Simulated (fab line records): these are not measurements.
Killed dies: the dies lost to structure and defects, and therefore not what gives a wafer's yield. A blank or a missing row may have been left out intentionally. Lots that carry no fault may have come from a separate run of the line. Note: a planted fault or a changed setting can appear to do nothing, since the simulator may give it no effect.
Chamber matching + flow n5 finfet + N5_DUMMY_GATE_ETCH_23 on rie si-02: 4 sister chambers
The step etches poly-Si in HBr/Cl2/O2, target depth 41 nm, time 22.3 s. 27 wafers are shown with their chamber, then 12 later ones without.

== WAFERS PAIRED WITH THEIR CHAMBERS ==
| wafer  | chamber | throttle valve pct (%) | drypump motor current A (A) | oes product au (a.u.) |
|--------|---------|------------------------|-----------------------------|-----------------------|
| L074.1 | 2       | 37.07                  | 6.4                         | 1.031                 |
| L074.3 | 3       | 36.77                  | 5.7                         | 0.996                 |
| L074.5 | 1       | 36.88                  | 5.7                         | 1.012                 |
| L075.2 | 1       | 36.86                  | 5.7                         | 0.990                 |
| L075.4 | 0       | 37.23                  | 5.8                         | 1.015                 |
| L075.6 | 1       | 36.87                  | 5.7                         | 1.001                 |
| L077.1 | 1       | 36.85                  | 5.7                         | 1.006                 |
| L077.4 | 0       | 37.22                  | 5.8                         | 1.022                 |
| L077.6 | 1       | 36.89                  | 5.7                         | 1.013                 |
| L079.2 | 0       | 37.23                  | 5.8                         | 1.022                 |
| L079.3 | 2       | 37.05                  | 6.5                         | 1.020                 |
| L079.5 | 1       | 36.85                  | 5.7                         | 0.994                 |
| L081.1 | 3       | 36.76                  | 5.7                         | 1.002                 |
| L081.2 | 1       | 36.87                  | 5.7                         | 1.009                 |
| L081.6 | 2       | 37.07                  | 6.5                         | 1.027                 |
| L082.1 | 3       | 36.78                  | 5.7                         | 1.012                 |
| L082.4 | 1       | 36.87                  | 5.7                         | 1.007                 |
| L082.5 | 3       | 36.78                  | 5.8                         | 0.990                 |
| L084.2 | 3       | 36.76                  | 5.7                         | 0.997                 |
| L084.5 | 0       | 37.21                  | 5.8                         | 1.032                 |
| L084.6 | 1       | 36.87                  | 5.7                         | 0.996                 |
| L085.2 | 0       | 37.22                  | 5.8                         | 1.025                 |
| L085.5 | 0       | 37.23                  | 5.8                         | 1.025                 |
| L085.6 | 1       | 36.87                  | 5.7                         | 1.010                 |
| L087.2 | 3       | 36.77                  | 5.7                         | 1.007                 |
| L087.3 | 1       | 36.86                  | 5.7                         | 1.010                 |
| L087.6 | 2       | 37.06                  | 6.5                         | 1.014                 |

SIGNATURES (averages over the wafers above)
| reading                 | chamber 0 | chamber 1 | chamber 2 | chamber 3 | scatter within a chamber |
|-------------------------|-----------|-----------|-----------|-----------|--------------------------|
| throttle valve pct      | 37.2233   | 36.8673   | 37.0625   | 36.7700   | 0.0103                   |
| drypump motor current A | 5.800     | 5.700     | 6.475     | 5.717     | 0.0262                   |
| oes product au          | 1.02350   | 1.00436   | 1.02300   | 1.00067   | 0.00742                  |
Rule: a wafer lies at a distance from a chamber equal to the root of the sum of squares, over the readings, of (its reading less the chamber's mean, divided by the reading's scatter). If the next closest chamber is less than 2 further off than the closest, the wafer can't be placed; otherwise it belongs to the closest. The scatter is the square root of a quotient: the sum, over the shown wafers, of each reading's squared deviation from its chamber's mean, divided by wafers minus chambers.

== WAFERS WITH NO CHAMBER GIVEN ==
| wafer  | throttle valve pct (%) | drypump motor current A (A) | oes product au (a.u.) |
|--------|------------------------|-----------------------------|-----------------------|
| L088.2 | 36.76                  | 5.7                         | 0.998                 |
| L088.3 | 37.07                  | 6.4                         | 1.021                 |
| L088.4 | 36.85                  | 5.7                         | 0.990                 |
| L092.3 | 37.21                  | 5.8                         | 1.014                 |
| L092.5 | 36.77                  | 5.7                         | 1.003                 |
| L092.6 | 37.22                  | 5.8                         | 1.009                 |
| L093.2 | 37.23                  | 5.8                         | 1.016                 |
| L093.3 | 36.78                  | 5.7                         | 0.998                 |
| L093.4 | 36.88                  | 5.7                         | 0.998                 |
| L094.3 | 36.87                  | 5.7                         | 1.002                 |
| L094.5 | 36.87                  | 5.7                         | 1.008                 |
| L094.6 | 37.23                  | 5.8                         | 1.016                 |

== WHICH CHAMBER EACH WENT THROUGH ==
| wafer  | from the rows above | in truth |
|--------|---------------------|----------|
| L088.2 | 3                   | 3        |
| L088.3 | 2                   | 2        |
| L088.4 | 1                   | 1        |
| L092.3 | 0                   | 0        |
| L092.5 | 3                   | 3        |
| L092.6 | 0                   | 0        |
| L093.2 | 0                   | 0        |
| L093.3 | 3                   | 3        |
| L093.4 | 1                   | 1        |
| L094.3 | 1                   | 1        |
| L094.5 | 1                   | 1        |
| L094.6 | 0                   | 0        |
12 of 12 placed correctly. Not placeable from these rows: 0. Number placed wrongly: 0.
